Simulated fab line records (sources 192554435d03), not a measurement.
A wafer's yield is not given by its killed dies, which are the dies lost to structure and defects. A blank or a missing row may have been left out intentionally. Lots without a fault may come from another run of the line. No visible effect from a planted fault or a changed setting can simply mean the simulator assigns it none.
Split-lot study + flow n5-finfet + 7 lots, 21 wafers read, on a route of 1938 steps

THE SPLIT
At N5_DUMMY_GATE_COAT_35 (time 60 s, resist thk 10 nm), the setting spin-rpm was moved away from the recipe's 1500 rpm on 7 of the 21 wafers read, by -5.9% to +7.8%. For the rest of the wafers, this setting stayed at what the recipe calls for.

The reading is taken at the split's own step.

THE READING
SiARC_of_DUMMY_GATE_COAT_35.thk-nm (the simulator's own value, which no gauge read), in nm, at N5_DUMMY_GATE_COAT_35 (time 60 s, resist thk 10 nm). The file does not state a usual value for it.

| wafer  | tool, chamber at the split | spin-rpm as run, rpm | against the recipe | SiARC_of_DUMMY_GATE_COAT_35.thk-nm, nm | against lot-mates on the recipe |
|--------|----------------------------|----------------------|--------------------|----------------------------------------|---------------------------------|
| L075.1 | litho-track-03, 0          | 1500                 | recipe             | 10                                     | -                               |
| L075.3 | litho-track-03, 0          | 1500                 | recipe             | 10                                     | -                               |
| L075.4 | litho-track-03, 0          | 1411                 | -5.9%              | 10.4                                   | +0.4                            |
| L083.1 | litho-track-01, 0          | 1438                 | -4.1%              | 10.2                                   | +0.2                            |
| L083.3 | litho-track-01, 0          | 1438                 | -4.1%              | 10.2                                   | +0.2                            |
| L083.4 | litho-track-01, 0          | 1500                 | recipe             | 10                                     | -                               |
| L085.1 | litho-track-02, 0          | 1500                 | recipe             | 10                                     | -                               |
| L085.3 | litho-track-02, 0          | 1617                 | +7.8%              | 9.6                                    | -0.4                            |
| L085.4 | litho-track-02, 0          | 1617                 | +7.8%              | 9.6                                    | -0.4                            |
| L088.1 | litho-track-02, 0          | 1500                 | recipe             | 10                                     | -                               |
| L088.6 | litho-track-02, 0          | 1500                 | recipe             | 10                                     | -                               |
| L088.3 | litho-track-02, 0          | 1447                 | -3.5%              | 10.2                                   | +0.2                            |
| L091.1 | litho-track-03, 0          | 1500                 | recipe             | 10                                     | -                               |
| L091.5 | litho-track-03, 0          | 1500                 | recipe             | 10                                     | -                               |
| L091.4 | litho-track-03, 0          | 1561                 | +4.1%              | 9.8                                    | -0.2                            |
| L095.3 | litho-track-02, 0          | 1500                 | recipe             | 10                                     | -                               |
| L095.4 | litho-track-02, 0          | 1500                 | recipe             | 10                                     | -                               |
| L095.6 | litho-track-02, 0          | 1500                 | recipe             | 10                                     | -                               |
| L096.1 | litho-track-01, 0          | 1500                 | recipe             | 10                                     | -                               |
| L096.5 | litho-track-01, 0          | 1500                 | recipe             | 10                                     | -                               |
| L096.6 | litho-track-01, 0          | 1500                 | recipe             | 10                                     | -                               |

THE FIT
A straight line over all 21 wafers: SiARC_of_DUMMY_GATE_COAT_35.thk-nm changes by -0.0536 nm for each +1% of spin-rpm; r = -0.99; the points scatter about the line by 0.021 nm.
The same after taking each lot's own level away (the mean of its wafers on the recipe; 21 wafers): -0.0536 nm for each +1%; r = -0.99; scatter 0.021 nm.
The reading moves by 0.42 nm for the largest change in spin-rpm, on that fit.
The lots' own levels span 10.00 to 10.00 nm.
Consequently the slope shifts little with the lot-to-lot level, the two slopes agreeing.
Check: -0.419 nm against its lot-mates is what the line predicts for one of the wafers moved furthest among these (+7.8%) when that wafer is left out of the fit. Against them it came out at -0.4 nm.

OTHER SPLITS ON THESE WAFERS
Before the reading, these wafers also passed through other splits. Each is held against what the fit with the lots' levels taken away leaves over:
| other split on the same wafers           | wafers away from the commonest value | r with SiARC_of_DUMMY_GATE_COAT_35.thk-nm (lot level and that fit taken away) |
|------------------------------------------|--------------------------------------|-------------------------------------------------------------------------------|
| N5_WELL_APT_COAT_02 spin-rpm             | 8                                    | +0.17                                                                         |
| N5_PMOS_HMC_CHANNEL_EPI_HM_DEP_34 time-s | 6                                    | -0.01                                                                         |

FILE'S OWN FIT
SiARC_of_DUMMY_GATE_COAT_35.thk-nm changes by -0.0552 nm for each +1% of spin-rpm, r = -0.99.
